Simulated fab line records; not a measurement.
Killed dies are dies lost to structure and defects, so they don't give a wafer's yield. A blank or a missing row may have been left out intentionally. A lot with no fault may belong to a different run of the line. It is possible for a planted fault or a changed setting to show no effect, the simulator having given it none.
Comparing a struck lot with a sound one	flow nand-harc	14 steps out of a route of 1302
Sound: the wafers L592.1, L592.4, L592.6. Struck: wafers L602.5, L602.6. (L602.3 of the same lot was not struck and is left out.) The cause comes at the end.
At each step with rows: each side's tool, then ch and its chambers, then its first start. Under that, the readings that differ: sound wafers	struck wafers	difference of the means	sigmas: that difference in standard deviations of wafers without a fault.
alike: readings whose means differ by less than 2 such deviations, and words and numbers that are the same on both sides. not compared: withheld readings, readings that some wafer has no value for, bounds like >300 that may hide the same value, and numbers for which the record gives no deviation and whose values overlap.
Wherever a step has rows on one side only, a row that says differs or no value, or a row with sigmas, the two part there. When numbers do not overlap yet have no deviation, they are printed without sigmas and do not part them. Lack of a reading on every wafer of one side parts them only where that side has two or more wafers.

NHARC_P_M1_CMP_23: polishes, t overpolish 20 s, target thk 157.82 nm.
  sound on cmp-04 ch 1,2,3, day 8 05:55; struck on cmp-02 ch 2,3, day 12 09:32
  alike: motor-current-A, slurry-flow-ml-min, time-to-endpoint-s
NHARC_P_M1_THK_MEAS_24: measures by xrf.
  struck on film-metro-02, day 12 09:51; sound on film-metro-01, day 8 06:14
  alike: thk-nm
next, for these wafers, 1 step has no rows: NHARC_P_M1_SRD_25.
NHARC_P_M1_INSPECT_27:
  struck on defect-inspect-02, day 12 10:02; sound on defect-inspect-02, day 8 06:23
reading	sound	struck	difference	sigmas
raw-defect-count	337 823 360	263 341	-205	-2
NHARC_P_M1_PRE_CLEAN_32: time 12 s.
  sound on pecvd-03 ch 1,2, day 8 06:28; struck on pecvd-03 ch 0,2, day 12 10:06
reading	sound	struck	difference	sigmas
heater-power-w (W)	782 649 787	548 509	-211	-2
NHARC_P_M1_DEP_33: deposits SiCN, target thk 30 nm.
  sound on pecvd-03 ch 1,2, day 8 06:37; struck on pecvd-03 ch 0,2, day 12 10:11
reading	sound	struck	difference	sigmas
heater-power-w (W)	726 588 705	485 523	-169	-2
then, 5 steps without rows for these wafers: NHARC_P_M2_DEP_00 (deposits SiOC, target thk 182.5 nm); NHARC_P_M2_DEHYDRATE_01 (time 120 s); NHARC_P_M2_HMDS_02 (time 30 s); NHARC_P_M2_COAT_34 (time 65 s); NHARC_P_M2_COAT_03 (resist thk 90 nm).
NHARC_P_M2_SOFTBAKE_04: time 55 s.
  sound on litho-track-01 ch 0, day 8 07:00; struck on litho-track-01 ch 0, day 12 10:00
reading	sound	struck	difference	sigmas
heater-power-total-W (W)	188.38 188.35 188.64	322.96 323.11	+134.58	+99 or more
next, for these wafers, 1 step has no rows: NHARC_P_M2_EBR_05.
NHARC_END_SORT_01:
  the record has rows for the sound wafers here (prober-01 ch 0, day 26 18:55) and none for the struck ones

WHERE THEY PART
Earliest at NHARC_P_M1_INSPECT_27; latest, in this record, at NHARC_END_SORT_01.

WHY: what the simulator had put in
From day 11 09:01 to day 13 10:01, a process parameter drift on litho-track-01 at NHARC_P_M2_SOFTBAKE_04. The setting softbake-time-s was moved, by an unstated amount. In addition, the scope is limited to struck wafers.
